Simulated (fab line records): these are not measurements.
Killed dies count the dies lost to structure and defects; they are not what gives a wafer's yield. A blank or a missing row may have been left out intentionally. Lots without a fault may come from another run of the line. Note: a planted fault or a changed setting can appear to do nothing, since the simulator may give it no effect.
fab line records | flow n5_finfet | part 1 of 2: steps 1 to 3 of 6
[record] lots = 22 | wafers = 66 | last_day = 17
route steps=1938 shown HKMG_FIN@452 GATE_CUT@468 MOL_CONTACT_COAG@537
lots that met no fault: taken from a fault-free run of the same line
start_h: start of the lot's first displayed wafer, in hours after the record's first day | wait_h: how many hours have passed since the lot's step before this one | " identical to the entry in the row above | L1.1+2: several wafers, shown together as one row | - either no value or no given start | * or withheld: withheld | < > ~ a bound
route shown NAME@n: a module of which the file shows steps, and the number in the route of the first | usual: mean/standard deviation taken from wafers without a fault | same: alike in all rows | chamber/n: place in a boat | sites: each site's reading | _std_site: standard deviation of those values | _edge_site: outer sites' mean less inner sites' | radius_mm: how far each site lies from the wafer's centre | mask NAME#n: copy n | behind: the last tool/chamber to shape the wafer | hold: why the lot was held/for how many hours/how that ended | device: transistor that didn't switch, given as n, p or np | end of line: the tests these same wafers got at the end of their route | step lacking rows: just its recipe | killed: dies that structure and defects cost at the first sort, which is not the same as the wafer's yield | map: the dies of a wafer, with x for killed, . for not killed, _ for no die there
set.NAME: the setting that was run; set.NAME@STEP: the one run at that earlier step | model.NAME: the simulator's own value behind a step, which no gauge read
one table for each step of the route and one row for each wafer, over a sample of lots
services: the hour from which a tool's chamber was out of use, counted from the record's first day as start_h (under 0 if before that day), plus the number of hours and why
[[steps]]
[step N5_HKMG_FIN_STRIP_90]
[recipe] chemistry = N2/H2 | material = SOC | time_s = 20 | power_w = 500 | temp_c = 40 | pressure_mtorr = 50 | rf_frequency_hz = 6e+07 | bias_power_w = 8 | h2_frac = 0.5 | n2_flow_sccm = 300 | h2_flow_sccm = 300
[usual] drypump_motor_current_A = 5.8/0.49 | oes_product_au = 0.76/0.062 | rf_fwd_power_W = 497.4/1.5 | rf_vpp_V = 54.2/0.84 | showerhead_plenum_p_Torr = 3.39/0.11 | throttle_valve_pct = 19.0/0.36
lot.wafer | tool        | chamber | start_h | wait_h | drypump_motor_current_A | oes_product_au | rf_fwd_power_W | rf_hours_counter_h | rf_vpp_V | showerhead_plenum_p_Torr | throttle_valve_pct
L074.3    | rie_diel-05 | 3       | 76.76   | 0.0    | 5.4                     | 0.75           | 499.9          | 150                | 54.7     | 3.37                     | 19.0
L074.5    | "           | 3       | "       | "      | 5.4                     | 0.75           | 498.2          | -                  | 53.8     | 3.37                     | 19.0
L074.6    | "           | 0       | "       | "      | 5.2                     | 0.73           | 499.2          | -                  | 53.6     | 3.47                     | 19.1
L076.2    | rie_diel-05 | 3       | 91.63   | 0.0    | 5.4                     | 0.76           | 497.4          | 155                | 54.6     | 3.37                     | 19.0
L076.4    | "           | 2       | "       | "      | 6.3                     | 0.73           | 496.5          | 160                | 52.3     | 3.36                     | 19.2
L076.5    | "           | 3       | "       | "      | 5.4                     | 0.75           | 494.8          | -                  | 54.5     | 3.37                     | 19.0
L077.1    | rie_diel-05 | 1       | 96.08   | 0.0    | 6.2                     | 0.73           | 501.1          | 208                | 53.4     | 3.33                     | 19.3
L077.3    | "           | 0       | "       | "      | 5.2                     | 0.74           | 498.7          | 189                | 54.1     | 3.47                     | 19.1
L077.5    | "           | 3       | "       | "      | 5.4                     | 0.75           | 496.9          | -                  | 54.8     | 3.37                     | 19.0
L078.4    | rie_diel-05 | 2       | 106.32  | 0.0    | 6.3                     | 0.73           | 498.0          | 167                | 54.1     | 3.36                     | 19.2
L078.5    | "           | 3       | "       | "      | 5.4                     | 0.74           | 496.0          | -                  | 53.8     | 3.36                     | 19.0
L078.6    | "           | 2       | "       | "      | 6.3                     | 0.73           | 497.0          | -                  | 54.9     | 3.36                     | 19.2
L079.2    | rie_diel-05 | 0       | 110.24  | 0.0    | 5.2                     | 0.73           | 496.4          | 197                | 54.7     | 3.46                     | 19.1
L079.3    | "           | 2       | "       | "      | 6.3                     | 0.72           | 497.5          | 169                | 54.0     | 3.36                     | 19.2
L079.6    | "           | 2       | "       | "      | 6.4                     | 0.72           | 498.4          | -                  | 53.7     | 3.36                     | 19.2
L080.2    | rie_diel-05 | 3       | 119.66  | 0.0    | 5.4                     | 0.73           | 496.7          | 168                | 53.4     | 3.36                     | 19.0
L080.3    | "           | 0       | "       | "      | 5.2                     | 0.73           | 495.5          | 200                | 53.9     | 3.46                     | 19.2
L080.5    | "           | 0       | "       | "      | 5.2                     | 0.72           | 496.6          | -                  | 55.5     | 3.46                     | 19.1
L081.1    | rie_diel-01 | 1       | 123.48  | 0.0    | 6.1                     | 0.72           | 498.0          | 176                | 54.2     | 3.22                     | 18.7
L081.3    | "           | 3       | "       | "      | 5.1                     | 0.83           | 497.5          | 41                 | 55.1     | 3.56                     | 19.1
L081.6    | "           | 3       | "       | "      | 5.1                     | 0.84           | 499.7          | -                  | 54.3     | 3.57                     | 19.1
L082.1    | rie_diel-05 | 0       | 132.54  | 0.0    | 5.2                     | 0.72           | 496.6          | 204                | 54.7     | 3.46                     | 19.1
L082.4    | "           | 3       | "       | "      | 5.4                     | 0.73           | 498.5          | 172                | 54.4     | 3.36                     | 19.1
L082.6    | "           | 0       | "       | "      | 5.2                     | 0.72           | 497.4          | -                  | 53.2     | 3.46                     | 19.1
L083.1    | rie_diel-01 | 0       | 134.61  | 0.0    | 5.5                     | 0.69           | 494.8          | 240                | 52.5     | 3.45                     | 18.7
L083.3    | "           | 3       | "       | "      | 5.1                     | 0.82           | 498.2          | 47                 | 55.7     | 3.56                     | 19.1
L083.4    | "           | 3       | "       | "      | 5.1                     | 0.83           | 498.7          | -                  | 54.4     | 3.56                     | 19.1
L084.2    | rie_diel-05 | 3       | 145.02  | 0.0    | 5.4                     | 0.73           | 495.9          | 177                | 54.7     | 3.36                     | 19.1
L084.5    | "           | 1       | "       | "      | 6.1                     | 0.72           | 498.6          | -                  | 54.5     | 3.31                     | 19.3
L084.6    | "           | 2       | "       | "      | 6.3                     | 0.70           | 499.1          | -                  | 53.9     | 3.35                     | 19.2
L085.3    | rie_diel-05 | 1       | 153.38  | 0.0    | 6.1                     | 0.71           | 497.6          | 232                | 53.3     | 3.31                     | 19.3
L085.4    | "           | 0       | "       | "      | 5.2                     | 0.72           | 499.7          | 213                | 53.5     | 3.45                     | 19.2
L085.6    | "           | 1       | "       | "      | 6.1                     | 0.72           | 495.4          | -                  | 54.6     | 3.31                     | 19.4
L086.2    | rie_diel-03 | 1       | 157.74  | 0.0    | 5.7                     | 0.79           | 495.4          | 95                 | 54.1     | 3.51                     | 18.3
L086.4    | "           | 0       | "       | "      | 6.3                     | 0.93           | 496.6          | 20                 | 55.3     | 3.28                     | 18.5
L086.5    | "           | 1       | "       | "      | 5.7                     | 0.80           | 495.6          | -                  | 54.0     | 3.51                     | 18.3
L087.2    | rie_diel-01 | 2       | 162.82  | 0.0    | 5.4                     | 0.84           | 499.7          | 68                 | 53.4     | 3.55                     | 18.9
L087.3    | "           | 1       | "       | "      | 6.1                     | 0.72           | 498.5          | 191                | 53.7     | 3.21                     | 18.7
L087.6    | "           | 1       | "       | "      | 6.1                     | 0.72           | 498.6          | -                  | 54.6     | 3.21                     | 18.7
L088.4    | rie_diel-01 | 2       | 165.02  | 0.0    | 5.4                     | 0.83           | 496.8          | -                  | 55.6     | 3.54                     | 18.9
L088.5    | "           | 3       | "       | "      | 5.1                     | 0.81           | 496.6          | -                  | 55.3     | 3.55                     | 19.1
L088.6    | "           | 1       | "       | "      | 6.1                     | 0.71           | 497.2          | -                  | 54.7     | 3.21                     | 18.7
L089.1    | rie_diel-03 | 1       | 170.49  | 0.0    | 5.7                     | 0.80           | 498.7          | 99                 | 55.0     | 3.51                     | 18.3
L089.3    | "           | 2       | "       | "      | 6.6                     | 0.71           | 498.0          | 205                | 53.4     | 3.47                     | 19.6
L089.4    | "           | 0       | "       | "      | 6.3                     | 0.91           | 496.7          | 25                 | 54.7     | 3.28                     | 18.6
L090.1    | rie_diel-05 | 3       | 176.01  | 0.0    | 5.4                     | 0.73           | 497.4          | 189                | 53.1     | 3.35                     | 19.1
L090.2    | "           | 1       | "       | "      | 6.1                     | 0.71           | 498.1          | 241                | 54.3     | 3.31                     | 19.4
L090.6    | "           | 3       | "       | "      | 5.4                     | 0.72           | 497.6          | -                  | 53.9     | 3.35                     | 19.1
L091.1    | rie_diel-01 | 1       | 182.31  | 0.0    | 6.1                     | 0.70           | 498.5          | 199                | 52.7     | 3.20                     | 18.7
L091.2    | "           | 3       | "       | "      | 5.1                     | 0.79           | 497.8          | 66                 | 56.2     | 3.55                     | 19.1
L091.3    | "           | 2       | "       | "      | 5.4                     | 0.82           | 496.5          | 75                 | 55.4     | 3.54                     | 18.9
L092.2    | rie_diel-03 | 1       | 184.00  | 0.0    | 5.7                     | 0.80           | 498.3          | 103                | 55.3     | 3.51                     | 18.3
L092.3    | "           | 3       | "       | "      | 6.3                     | 0.79           | 497.1          | 129                | 53.4     | 3.23                     | 18.6
L092.6    | "           | 0       | "       | "      | 6.3                     | 0.91           | 499.2          | -                  | 53.2     | 3.28                     | 18.6
L094.1    | rie_diel-03 | 2       | 201.92  | 0.0    | 6.6                     | 0.70           | 498.5          | 214                | 54.1     | 3.46                     | 19.7
L094.2    | "           | 0       | "       | "      | 6.3                     | 0.91           | 497.9          | 34                 | 52.9     | 3.28                     | 18.6
L094.6    | "           | 3       | "       | "      | 6.3                     | 0.78           | 497.6          | -                  | 55.9     | 3.23                     | 18.6
L095.2    | rie_diel-03 | 1       | 206.65  | 0.0    | 5.7                     | 0.78           | 496.4          | 110                | 54.0     | 3.51                     | 18.3
L095.3    | "           | 3       | "       | "      | 6.3                     | 0.78           | 499.5          | 136                | 54.0     | 3.22                     | 18.6
L095.5    | "           | 3       | "       | "      | 6.3                     | 0.78           | 496.5          | -                  | 53.8     | 3.22                     | 18.6
L096.2    | rie_diel-05 | 3       | 213.85  | 0.0    | 5.4                     | 0.72           | 496.6          | 204                | 54.0     | 3.34                     | 19.1
L096.5    | "           | 3       | "       | "      | 5.4                     | 0.72           | 493.4          | -                  | 53.8     | 3.34                     | 19.1
L096.6    | "           | 2       | "       | "      | 6.3                     | 0.69           | 496.8          | -                  | 54.5     | 3.33                     | 19.3
L097.4    | rie_diel-03 | 2       | 214.60  | 0.0    | 6.6                     | 0.69           | 498.9          | 219                | 55.0     | 3.46                     | 19.7
L097.5    | "           | 2       | "       | "      | 6.6                     | 0.69           | 497.5          | -                  | 54.8     | 3.46                     | 19.7
L097.6    | "           | 1       | "       | "      | 5.7                     | 0.77           | 496.3          | -                  | 56.7     | 3.50                     | 18.3
[step N5_GATE_CUT_VAPOR_ETCH_60]
[recipe] chemistry = BCl3/Cl2 | target = HfO2 | mode = isotropic
[usual] drypump_motor_current_A = 5.7/0.39 | oes_product_au = 0.81/0.092
lot.wafer | tool         | chamber | start_h | wait_h | drypump_motor_current_A | oes_product_au
L074.3    | rie_metal-03 | 0       | 79.41   | 0.0    | 5.2                     | 0.95
L074.5    | "            | 1       | "       | "      | 5.7                     | 0.71
L074.6    | "            | 0       | "       | "      | 5.2                     | 0.95
L076.2    | rie_metal-02 | 0       | 93.83   | 0.0    | 5.9                     | 0.96
L076.4    | "            | 0       | "       | "      | 5.9                     | 0.95
L076.5    | "            | 0       | "       | "      | 5.9                     | 0.95
L077.1    | rie_metal-03 | 1       | 98.30   | 0.0    | 5.7                     | 0.71
L077.3    | "            | 0       | "       | "      | 5.2                     | 0.92
L077.5    | "            | 1       | "       | "      | 5.7                     | 0.71
L078.4    | rie_metal-02 | 0       | 108.54  | 0.0    | 5.9                     | 0.94
L078.5    | "            | 0       | "       | "      | 5.9                     | 0.95
L078.6    | "            | 1       | "       | "      | 5.5                     | 0.73
L079.2    | rie_metal-02 | 0       | 112.66  | 0.0    | 5.9                     | 0.94
L079.3    | "            | 0       | "       | "      | 5.9                     | 0.94
L079.6    | "            | 0       | "       | "      | 5.9                     | 0.94
L080.2    | rie_metal-01 | 1       | 121.98  | 0.0    | 5.8                     | 0.76
L080.3    | "            | 0       | "       | "      | 6.6                     | 0.85
L080.5    | "            | 1       | "       | "      | 5.8                     | 0.75
L081.1    | rie_metal-02 | 0       | 125.86  | 0.0    | 5.9                     | 0.93
L081.3    | "            | 1       | "       | "      | 5.5                     | 0.73
L081.6    | "            | 0       | "       | "      | 5.9                     | 0.94
L082.1    | rie_metal-01 | 1       | 134.76  | 0.0    | 5.8                     | 0.75
L082.4    | "            | 0       | "       | "      | 6.6                     | 0.84
L082.6    | "            | 0       | "       | "      | 6.6                     | 0.84
L083.1    | rie_metal-03 | 0       | 136.85  | 0.0    | 5.2                     | 0.90
L083.3    | "            | 0       | "       | "      | 5.2                     | 0.89
L083.4    | "            | 1       | "       | "      | 5.7                     | 0.70
L084.2    | rie_metal-03 | 0       | 147.23  | 0.0    | 5.2                     | 0.89
L084.5    | "            | 0       | "       | "      | 5.2                     | 0.89
L084.6    | "            | 1       | "       | "      | 5.7                     | 0.70
L085.3    | rie_metal-03 | 1       | 155.62  | 0.0    | 5.7                     | 0.71
L085.4    | "            | 0       | "       | "      | 5.2                     | 0.89
L085.6    | "            | 0       | "       | "      | 5.2                     | 0.89
L086.2    | rie_metal-03 | 0       | 159.99  | 0.0    | 5.2                     | 0.88
L086.4    | "            | 0       | "       | "      | 5.2                     | 0.89
L086.5    | "            | 1       | "       | "      | 5.7                     | 0.70
L087.2    | rie_metal-03 | 0       | 165.02  | 0.0    | 5.2                     | 0.88
L087.3    | "            | 1       | "       | "      | 5.7                     | 0.70
L087.6    | "            | 0       | "       | "      | 5.2                     | 0.88
L088.4    | rie_metal-02 | 0       | 167.19  | 0.0    | 5.9                     | 0.90
L088.5    | "            | 0       | "       | "      | 5.9                     | 0.91
L088.6    | "            | 1       | "       | "      | 5.5                     | 0.71
L089.1    | rie_metal-02 | 1       | 173.00  | 0.0    | 5.5                     | 0.71
L089.3    | "            | 1       | "       | "      | 5.5                     | 0.72
L089.4    | "            | 0       | "       | "      | 5.9                     | 0.91
L090.1    | rie_metal-01 | 1       | 178.26  | 0.0    | 5.8                     | 0.74
L090.2    | "            | 0       | "       | "      | 6.6                     | 0.82
L090.6    | "            | 1       | "       | "      | 5.8                     | 0.73
L091.1    | rie_metal-02 | 1       | 184.60  | 0.0    | 5.5                     | 0.71
L091.2    | "            | 0       | "       | "      | 5.9                     | 0.89
L091.3    | "            | 1       | "       | "      | 5.5                     | 0.72
L092.2    | rie_metal-01 | 0       | 186.20  | 0.0    | 6.6                     | 0.82
L092.3    | "            | 1       | "       | "      | 5.8                     | 0.73
L092.6    | "            | 0       | "       | "      | 6.6                     | 0.82
L094.1    | rie_metal-02 | 1       | 204.13  | 0.0    | 5.5                     | 0.71
L094.2    | "            | 0       | "       | "      | 5.9                     | 0.89
L094.6    | "            | 0       | "       | "      | 5.9                     | 0.89
L095.2    | rie_metal-03 | 0       | 208.86  | 0.0    | 5.2                     | 0.87
L095.3    | "            | 1       | "       | "      | 5.7                     | 0.70
L095.5    | "            | 1       | "       | "      | 5.7                     | 0.70
L096.2    | rie_metal-02 | 1       | 216.06  | 0.0    | 5.5                     | 0.70
L096.5    | "            | 1       | "       | "      | 5.5                     | 0.70
L096.6    | "            | 0       | "       | "      | 5.9                     | 0.88
L097.4    | rie_metal-03 | 0       | 216.81  | 0.0    | 5.2                     | 0.86
L097.5    | "            | 0       | "       | "      | 5.2                     | 0.86
L097.6    | "            | 1       | "       | "      | 5.7                     | 0.70
[step N5_MOL_CONTACT_COAG_ETCH_15]
[recipe] chemistry = CH3F/O2 | target = SiNx | target_depth_a = 70 | mask_material = SOC | stop_on = Si:P | over_etch_frac = 0.75 | ion_energy_ev = 120 | pressure_mtorr = 30 | source_w = 395 | bias_w = 73 | Ar_flow_sccm = 150 | CH3F_flow_sccm = 30 | O2_flow_sccm = 20
[usual] drypump_motor_current_A = 5.8/0.49 | oes_product_au = 0.55/0.045 | rf_fwd_power_W = 392.7/1.3 | rf_vpp_V = 295.5/2.3 | showerhead_plenum_p_Torr = 2.02/0.063 | throttle_valve_pct = 16.33/0.21
lot.wafer | tool        | chamber | start_h | wait_h | drypump_motor_current_A | oes_product_au | rf_fwd_power_W | rf_hours_counter_h | rf_vpp_V | showerhead_plenum_p_Torr | throttle_valve_pct
L074.3    | rie_diel-03 | 3       | 87.17   | 0.0    | 6.3                     | 0.60           | 390.9          | 101                | 295.2    | 1.94                     | 16.19
L074.5    | "           | 2       | "       | "      | 6.6                     | 0.53           | 392.0          | -                  | 297.6    | 2.07                     | 16.59
L074.6    | "           | 1       | "       | "      | 5.6                     | 0.61           | 392.6          | -                  | 297.9    | 2.12                     | 15.96
L076.2    | rie_diel-01 | 0       | 105.65  | 0.0    | 5.5                     | 0.52           | 390.9          | 227                | 298.5    | 2.05                     | 16.16
L076.4    | "           | 1       | "       | "      | 6.1                     | 0.54           | 393.5          | -                  | 294.4    | 1.92                     | 16.21
L076.5    | "           | 3       | "       | "      | 5.1                     | 0.61           | 393.5          | -                  | 298.5    | 2.12                     | 15.95
L077.1    | rie_diel-05 | 2       | 109.82  | 0.0    | 6.3                     | 0.53           | 393.0          | 169                | 292.2    | 2.00                     | 16.44
L077.3    | "           | 3       | "       | "      | 5.4                     | 0.55           | 392.7          | 164                | 294.9    | 2.00                     | 16.44
L077.5    | "           | 0       | "       | "      | 5.2                     | 0.54           | 393.6          | -                  | 295.2    | 2.07                     | 16.41
L078.4    | rie_diel-05 | 0       | 116.00  | 0.0    | 5.2                     | 0.53           | 393.8          | 198                | 296.3    | 2.07                     | 16.40
L078.5    | "           | 0       | "       | "      | 5.2                     | 0.53           | 393.3          | -                  | 296.4    | 2.07                     | 16.41
L078.6    | "           | 3       | "       | "      | 5.4                     | 0.55           | 390.6          | -                  | 293.4    | 2.00                     | 16.44
L079.2    | rie_diel-05 | 1       | 121.84  | 0.0    | 6.2                     | 0.52           | 394.0          | 220                | 295.3    | 1.97                     | 16.41
L079.3    | "           | 2       | "       | "      | 6.3                     | 0.53           | 393.0          | 174                | 292.1    | 2.00                     | 16.47
L079.6    | "           | 2       | "       | "      | 6.3                     | 0.54           | 392.9          | -                  | 292.9    | 2.00                     | 16.47
L080.2    | rie_diel-05 | 0       | 129.90  | 0.0    | 5.2                     | 0.54           | 394.5          | 203                | 295.7    | 2.06                     | 16.41
L080.3    | "           | 3       | "       | "      | 5.3                     | 0.55           | 392.7          | 171                | 294.0    | 1.99                     | 16.44
L080.5    | "           | 1       | "       | "      | 6.1                     | 0.53           | 393.6          | -                  | 295.1    | 1.97                     | 16.42
L081.1    | rie_diel-05 | 2       | 133.56  | 0.0    | 6.3                     | 0.53           | 392.4          | 179                | 294.2    | 2.00                     | 16.46
L081.3    | "           | 1       | "       | "      | 6.1                     | 0.53           | 393.1          | 224                | 294.5    | 1.97                     | 16.41
L081.6    | "           | 0       | "       | "      | 5.2                     | 0.53           | 393.3          | -                  | 296.4    | 2.06                     | 16.41
L082.1    | rie_diel-05 | 2       | 143.44  | 0.0    | 6.3                     | 0.53           | 391.5          | 182                | 293.5    | 1.99                     | 16.48
L082.4    | "           | 1       | "       | "      | 6.2                     | 0.52           | 393.4          | 228                | 293.5    | 1.97                     | 16.41
L082.6    | "           | 1       | "       | "      | 6.2                     | 0.52           | 394.1          | -                  | 293.0    | 1.97                     | 16.43
L083.1    | rie_diel-01 | 1       | 144.87  | 0.0    | 6.1                     | 0.54           | 392.9          | 185                | 295.1    | 1.91                     | 16.27
L083.3    | "           | 3       | "       | "      | 5.1                     | 0.61           | 393.5          | 50                 | 298.3    | 2.11                     | 15.98
L083.4    | "           | 2       | "       | "      | 5.4                     | 0.61           | 392.0          | 61                 | 299.5    | 2.12                     | 16.06
L084.2    | rie_diel-01 | 2       | 156.13  | 0.0    | 5.4                     | 0.60           | 392.0          | 65                 | 299.0    | 2.12                     | 16.04
L084.5    | "           | 3       | "       | "      | 5.1                     | 0.60           | 391.5          | -                  | 298.7    | 2.11                     | 15.98
L084.6    | "           | 2       | "       | "      | 5.4                     | 0.60           | 393.0          | -                  | 301.6    | 2.12                     | 16.06
L085.3    | rie_diel-05 | 1       | 163.39  | 0.0    | 6.2                     | 0.51           | 391.3          | 237                | 294.0    | 1.97                     | 16.44
L085.4    | "           | 2       | "       | "      | 6.3                     | 0.51           | 392.0          | 190                | 292.7    | 1.99                     | 16.49
L085.6    | "           | 3       | "       | "      | 5.4                     | 0.54           | 392.9          | -                  | 294.6    | 1.99                     | 16.50
L086.2    | rie_diel-05 | 0       | 167.72  | 0.0    | 5.2                     | 0.53           | 394.9          | 216                | 295.7    | 2.06                     | 16.44
L086.4    | "           | 1       | "       | "      | 6.1                     | 0.52           | 394.1          | 238                | 294.4    | 1.96                     | 16.44
L086.5    | "           | 0       | "       | "      | 5.2                     | 0.53           | 394.4          | -                  | 296.1    | 2.06                     | 16.44
L087.2    | rie_diel-05 | 3       | 173.29  | 0.0    | 5.3                     | 0.53           | 390.9          | 188                | 294.1    | 1.99                     | 16.48
L087.3    | "           | 1       | "       | "      | 6.2                     | 0.51           | 392.9          | 240                | 293.7    | 1.96                     | 16.43
L087.6    | "           | 1       | "       | "      | 6.2                     | 0.51           | 391.9          | -                  | 296.5    | 1.96                     | 16.44
L088.4    | rie_diel-05 | 1       | 175.45  | 0.0    | 6.1                     | 0.51           | 394.3          | 241                | 293.6    | 1.96                     | 16.45
L088.5    | "           | 3       | "       | "      | 5.4                     | 0.54           | 390.7          | -                  | 293.9    | 1.99                     | 16.48
L088.6    | "           | 2       | "       | "      | 6.3                     | 0.52           | 392.9          | -                  | 291.9    | 1.99                     | 16.51
L089.1    | rie_diel-01 | 3       | 180.90  | 0.0    | 5.1                     | 0.59           | 391.2          | 65                 | 299.0    | 2.11                     | 15.99
L089.3    | "           | 2       | "       | "      | 5.4                     | 0.60           | 392.9          | 74                 | 299.7    | 2.12                     | 16.07
L089.4    | "           | 3       | "       | "      | 5.1                     | 0.60           | 392.5          | -                  | 297.5    | 2.11                     | 15.99
L090.1    | rie_diel-03 | 1       | 186.17  | 0.0    | 5.6                     | 0.58           | 391.1          | 104                | 297.3    | 2.11                     | 16.04
L090.2    | "           | 3       | "       | "      | 6.3                     | 0.57           | 390.0          | 130                | 295.2    | 1.93                     | 16.24
L090.6    | "           | 0       | "       | "      | 6.3                     | 0.65           | 394.1          | -                  | 291.8    | 1.95                     | 16.16
L091.1    | rie_diel-03 | 2       | 192.54  | 0.0    | 6.6                     | 0.52           | 391.8          | 211                | 297.5    | 2.06                     | 16.65
L091.2    | "           | 1       | "       | "      | 5.7                     | 0.58           | 392.7          | 106                | 298.2    | 2.11                     | 16.05
L091.3    | "           | 0       | "       | "      | 6.3                     | 0.65           | 391.3          | 31                 | 293.2    | 1.95                     | 16.15
L092.2    | rie_diel-05 | 0       | 194.67  | 0.0    | 5.2                     | 0.52           | 392.6          | 226                | 297.7    | 2.06                     | 16.45
L092.3    | "           | 1       | "       | "      | 6.1                     | 0.52           | 395.0          | 247                | 296.2    | 1.96                     | 16.46
L092.6    | "           | 2       | "       | "      | 6.3                     | 0.52           | 393.4          | -                  | 292.5    | 1.99                     | 16.50
L094.1    | rie_diel-03 | 0       | 211.72  | 0.0    | 6.3                     | 0.65           | 393.8          | 38                 | 293.1    | 1.95                     | 16.17
L094.2    | "           | 2       | "       | "      | 6.6                     | 0.52           | 393.0          | 218                | 297.4    | 2.06                     | 16.66
L094.6    | "           | 3       | "       | "      | 6.3                     | 0.56           | 391.4          | -                  | 296.6    | 1.92                     | 16.25
L095.2    | rie_diel-03 | 0       | 217.34  | 0.0    | 6.3                     | 0.64           | 390.5          | 40                 | 291.3    | 1.95                     | 16.19
L095.3    | "           | 2       | "       | "      | 6.6                     | 0.52           | 392.3          | 220                | 297.7    | 2.06                     | 16.67
L095.5    | "           | 0       | "       | "      | 6.3                     | 0.64           | 391.4          | -                  | 291.5    | 1.95                     | 16.18
L096.2    | rie_diel-01 | 3       | 223.53  | 0.0    | 5.1                     | 0.58           | 395.9          | 79                 | 298.2    | 2.10                     | 16.02
L096.5    | "           | 0       | "       | "      | 5.5                     | 0.68           | 392.9          | -                  | 300.9    | 2.04                     | 15.71
L096.6    | "           | 1       | "       | "      | 6.1                     | 0.52           | 391.8          | -                  | 294.6    | 1.90                     | 16.31
L097.4    | rie_diel-05 | 3       | 224.42  | 0.0    | 5.4                     | 0.53           | 392.7          | 208                | 293.2    | 1.98                     | 16.53
L097.5    | "           | 1       | "       | "      | 6.2                     | 0.71           | 393.6          | -                  | 294.3    | 1.96                     | 16.01
L097.6    | "           | 0       | "       | "      | 5.2                     | 0.52           | 393.7          | -                  | 297.6    | 2.05                     | 16.49
